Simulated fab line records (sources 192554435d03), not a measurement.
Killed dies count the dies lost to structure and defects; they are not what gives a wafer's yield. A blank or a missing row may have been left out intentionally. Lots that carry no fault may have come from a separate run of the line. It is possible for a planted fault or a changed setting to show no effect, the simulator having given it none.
Code-filled problem report in 8D (eight disciplines) form	flow n5Finfet	the parts of the form that need people (team, actions taken, sign-off) are left out

## 1. WHAT WENT WRONG
spinSpeedRpm at N5_BEOL_M6_COAT_05 reads a mean of 1670.3 rpm on 6 wafers of 2 lots; wafers without a fault read 1499.9 rpm with a standard deviation of 0.93. So: +99 or more standard deviations from the usual mean.
The step: resist thk 90 nm.
Earliest sighting: wafer L627.2 on lithoTrack-04 at day 14 13:59. Wafers with a number at this step in the record: 18, from 6 lots. By rule, "out" or "out of limits" means more than 4 standard deviations away from the usual mean. The other wafers with a number count as sound.

## 2. WHAT IT IS; WHAT IT IS NOT
question	is	is not
which readings at this step	spinSpeedRpm	resistLineTempC
which lots	L627, L629	L615, L617, L620, L628
which wafers of those lots	all that have a number	-
read on which tools	lithoTrack-04	lithoTrack-02
when	from day 14 13:59	up to then (9 sound wafers); but 3 sound wafers of L628 came after

## 3. THE SUSPECTS, EACH WITH WHAT RULES IT OUT
Counting: a tool at a process step up to the reading stays a suspect if it ran every lot that is out and no sound lot after the first of them.
- pecvd-03 at N5_BEOL_M6_ILD_DEP_00 (deposits SiCOH lowk from DEMS/porogen, target thk 179.75 nm, time 33.4 s): kept. Every lot that is out went through it, starting with L627 (day 14 11:49), and after that it ran no sound lot; the last sound lot it ran before then is L620 (day 12 21:31).
- pecvd-03 at N5_BEOL_M6_PECVD_70 (deposits SiO2 from TEOS/O2, target thk 20 nm, time 22.7 s): kept. Every lot that is out went through it, starting with L627 (day 14 12:26), and after that it ran no sound lot; the last sound lot it ran before then is L615 (day 11 13:52).
- lithoTrack-04 at N5_BEOL_M6_COAT_05 (resist thk 90 nm): kept. Every lot that is out went through it, starting with L627 (day 14 13:59), and after that it ran no sound lot; the last sound lot it ran before then is L620 (day 12 23:40). Its own spinSpeedRpm readings are out on those wafers.
Still standing after the count: pecvd-03 at N5_BEOL_M6_ILD_DEP_00, pecvd-03 at N5_BEOL_M6_PECVD_70, lithoTrack-04 at N5_BEOL_M6_COAT_05.

## 4. THE CAUSE (what the simulator had put in)
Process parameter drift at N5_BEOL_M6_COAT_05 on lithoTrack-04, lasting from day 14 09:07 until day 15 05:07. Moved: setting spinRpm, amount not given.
Of the 3 suspects that counting leaves, this tool is one.

## 5. THE CHAIN OF EFFECTS, in route order
Rows list readings where the struck wafers' mean (over those with a number) sits beyond 3 standard deviations from the usual. Only readings for which the record gives a usual standard deviation are gone through. hours: the time from each lot's start at the first step in this table that gives one to its start at this step, as a median over the lots. sigmas: the change in usual standard deviations.
hours	step	reading	usual	on struck wafers	change	sigmas
0	N5_BEOL_M6_COAT_05	spinSpeedRpm	1499.9 rpm	1670.3	+170.4	+99 or more
Process steps it contains:
- N5_BEOL_M6_COAT_05: resist thk 90 nm.
Later steps that measure or inspect, where all struck wafers having a row at the step show a number for every such reading and not one has moved that far: N5_BEOL_M6_CD_MEAS_11, N5_BEOL_M6_OVL_MEAS_12, N5_BEOL_M6_INSPECT_13.

## 6. HOW IT WOULD HAVE BEEN CAUGHT EARLIER
5 hours passed between the start of the fault at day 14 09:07 and the first reading out of limits in this record, taken at day 14 13:59.
